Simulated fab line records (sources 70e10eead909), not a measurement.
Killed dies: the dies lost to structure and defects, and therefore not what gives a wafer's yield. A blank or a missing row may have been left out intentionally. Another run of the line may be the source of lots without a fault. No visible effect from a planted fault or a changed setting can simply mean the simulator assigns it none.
Struck lot and sound lot, side by side	flow nand-harc	17 steps out of a route of 1159
Sound: these wafers, L346.3, L346.4, L346.5. Struck: wafer L334.4. (L334.1, L334.3 of the same lot were not struck and are left out.) The cause comes at the end.
For every step that has rows: the tool of each side, followed by ch and its chambers, followed by its first start. Under that, the readings that differ: sound wafers	struck wafers	difference of the means	sigmas: that difference in standard deviations of wafers without a fault.
alike: readings whose means differ by less than 2 such deviations, and words and numbers that are the same on both sides. not compared: withheld readings, readings that some wafer has no value for, bounds like >300 that may hide the same value, and numbers for which the record gives no deviation and whose values overlap.
Wherever a step has rows on one side only, a row that says differs or no value, or a row with sigmas, the two part there. Numbers that don't overlap but have no deviation are shown without sigmas and don't part them. A reading missing from all wafers of one side parts the sides only when that side holds two or more wafers.

NHARC_P_ZERO_WELL_CD_MEAS_24: target cd 720 nm.
  sound on cd-sem-02 ch 0, day 5 14:28; struck on cd-sem-02 ch 0, day 2 14:36
  alike: cd-nm
then, 1 step without rows for these wafers: NHARC_P_ZERO_WELL_HARDBAKE_25 (time 80 s).
NHARC_P_ZERO_WELL_DESCUM_26: chemistry O2, time 3 s.
  sound on rie-diel-04 ch 0,2, day 5 14:37; struck on rie-diel-04 ch 2, day 2 14:46
  alike: drypump-motor-current-A, oes-product-au, rf-vpp-V, showerhead-plenum-p-Torr, throttle-valve-pct
  not compared: rf-hours-counter-h
then, 9 steps without rows for these wafers: NHARC_P_ZERO_WELL_IMPLANT_27; NHARC_P_ZERO_WELL_IMPLANT_57; NHARC_P_ZERO_WELL_IMPLANT_58; NHARC_P_ZERO_WELL_STRIP_28 (strips in SPM, time 840 s); NHARC_P_ZERO_WELL_DEHYDRATE_29 (time 120 s); NHARC_P_ZERO_WELL_HMDS_30 (time 30 s); NHARC_P_ZERO_WELL_COAT_31; NHARC_P_ZERO_WELL_SOFTBAKE_32 (time 95 s); NHARC_P_ZERO_WELL_EBR_33.
NHARC_P_ZERO_WELL_EXPOSE_34: exposes mask P PWELL, target cd 720 nm.
  sound on krf-scanner-02 ch 0, day 5 15:57; struck on krf-scanner-03 ch 0, day 2 16:01
  alike: mask
then, 2 steps without rows for these wafers: NHARC_P_ZERO_WELL_PEB_35 (peb time 85 s); NHARC_P_ZERO_WELL_DEVELOP_36 (time 70 s).
NHARC_P_ZERO_WELL_CD_MEAS_37: target cd 720 nm.
  sound on cd-sem-02 ch 0, day 5 16:07; struck on cd-sem-03 ch 0
reading	sound	struck	difference	sigmas
cd-nm (nm)	723.8 719.6 720.8	765.9	+44.5	+21
  not compared: hold
-- jump in the record: it breaks off in module P_ZERO_WELL and resumes in module END (first step shown: number 1159 of the route), and 17 days separate the struck wafers' starts before and after --
NHARC_END_SORT_01:
  sound on prober-02 ch 0, day 23 22:51; struck on prober-02 ch 0, day 20 03:42
reading	sound	struck	difference	sigmas
killed-at-array	36 47 41	10	-31	-3
killed-dies	40 54 46	15	-32	-3
killed-open	2 4 5	0	-4	-2
  alike: killed-at-other, killed-at-periphery, killed-short

WHERE THEY PART
First at NHARC_P_ZERO_WELL_CD_MEAS_37; last, within this record, at NHARC_END_SORT_01.

WHY: what the simulator had put in
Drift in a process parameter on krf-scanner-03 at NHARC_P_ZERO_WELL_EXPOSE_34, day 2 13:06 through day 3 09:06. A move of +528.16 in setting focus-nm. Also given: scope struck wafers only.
